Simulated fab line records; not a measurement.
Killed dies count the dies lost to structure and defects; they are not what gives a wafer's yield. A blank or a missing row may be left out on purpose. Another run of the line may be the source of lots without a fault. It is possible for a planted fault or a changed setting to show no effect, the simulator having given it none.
A lot that was struck, set against a sound lot + flow nand harc + 17 out of 1159 route steps
Sound: wafers L543.1, L543.5, L543.6. Struck: wafers L546.1, L546.3, L546.4. The cause is named last.
For every step that has rows: the tool of each side, followed by ch and its chambers, followed by its first start. Under that, the readings that differ: sound wafers + struck wafers + difference of the means + sigmas: that difference in standard deviations of wafers without a fault.
alike: readings whose means differ by less than 2 such deviations, and words and numbers that are the same on both sides. not compared: withheld readings, readings that some wafer has no value for, bounds like >300 that may hide the same value, and numbers for which the record gives no deviation and whose values overlap.
The two part at a step that has a row with sigmas, a row that says differs or no value, or rows on one side only. Numbers that don't overlap but have no deviation are shown without sigmas and don't part them. A reading missing from all wafers of one side parts the sides only when that side holds two or more wafers.

NHARC_P_GATE_CD_MEAS_46: target cd 720 nm.
  sound on cd sem-03 ch 0, day 5 09:17; struck on cd sem-01 ch 0, day 6 07:30
  alike: cd nm
then, 1 step without rows for these wafers: NHARC_P_GATE_HARDBAKE_47 (time 80 s).
NHARC_P_GATE_DESCUM_48: chemistry O2, time 3 s.
  sound on rie diel-09 ch 0,3, day 5 09:27; struck on rie diel-10 ch 0,1,3, day 6 07:40
  alike: drypump motor current A, oes product au, rf vpp V, showerhead plenum p Torr, throttle valve pct
  not compared: rf hours counter h
next, for these wafers, 1 step has no rows: NHARC_P_GATE_IMPLANT_49.
NHARC_P_GATE_STRIP_111: strips in N2/H2, time 250 s.
  sound on plasma asher-02 ch 0,1, day 5 09:59; struck on plasma asher-02 ch 0,1, day 6 08:01
  alike: drypump motor current A, heater power w
  not compared: rf hours counter h
NHARC_P_GATE_STRIP_75: strips in O2.
  sound on plasma asher-02 ch 0,1, day 5 10:17; struck on plasma asher-02 ch 0,1, day 6 08:19
  alike: drypump motor current A, heater power w
  not compared: rf hours counter h
then, 6 steps without rows for these wafers: NHARC_P_GATE_STRIP_50 (strips in SPM, time 900 s); NHARC_P_GATE_DEHYDRATE_51 (time 120 s); NHARC_P_GATE_HMDS_52 (time 30 s); NHARC_P_GATE_COAT_53; NHARC_P_GATE_SOFTBAKE_54 (time 95 s); NHARC_P_GATE_EBR_55.
NHARC_P_GATE_EXPOSE_56: exposes mask P PSD, target cd 720 nm.
  sound on krf scanner-03 ch 0, day 5 11:03; struck on krf scanner-01 ch 0, day 6 09:05
| reading | sound                   | struck                  | difference | sigmas |
|---------|-------------------------|-------------------------|------------|--------|
| mask    | P_PSD#0 P_PSD#0 P_PSD#0 | P_HVN#0 P_HVN#0 P_HVN#0 | differs    |        |
then, 2 steps without rows for these wafers: NHARC_P_GATE_PEB_57 (peb time 85 s); NHARC_P_GATE_DEVELOP_58 (time 70 s).
NHARC_P_GATE_CD_MEAS_59: target cd 720 nm.
  sound on cd sem-01 ch 0, day 5 11:13; struck on cd sem-03 ch 0, day 6 09:15
| reading    | sound             | struck | difference                    | sigmas |
|------------|-------------------|--------|-------------------------------|--------|
| cd nm (nm) | 716.8 719.9 717.6 | - - -  | no value on the struck wafers |        |
then, 1 step without rows for these wafers: NHARC_P_GATE_HARDBAKE_60 (time 80 s).

## WHERE THEY PART
Last at NHARC_P_GATE_CD_MEAS_59 as far as this record goes, first at NHARC_P_GATE_EXPOSE_56.

WHY: what the simulator had put in
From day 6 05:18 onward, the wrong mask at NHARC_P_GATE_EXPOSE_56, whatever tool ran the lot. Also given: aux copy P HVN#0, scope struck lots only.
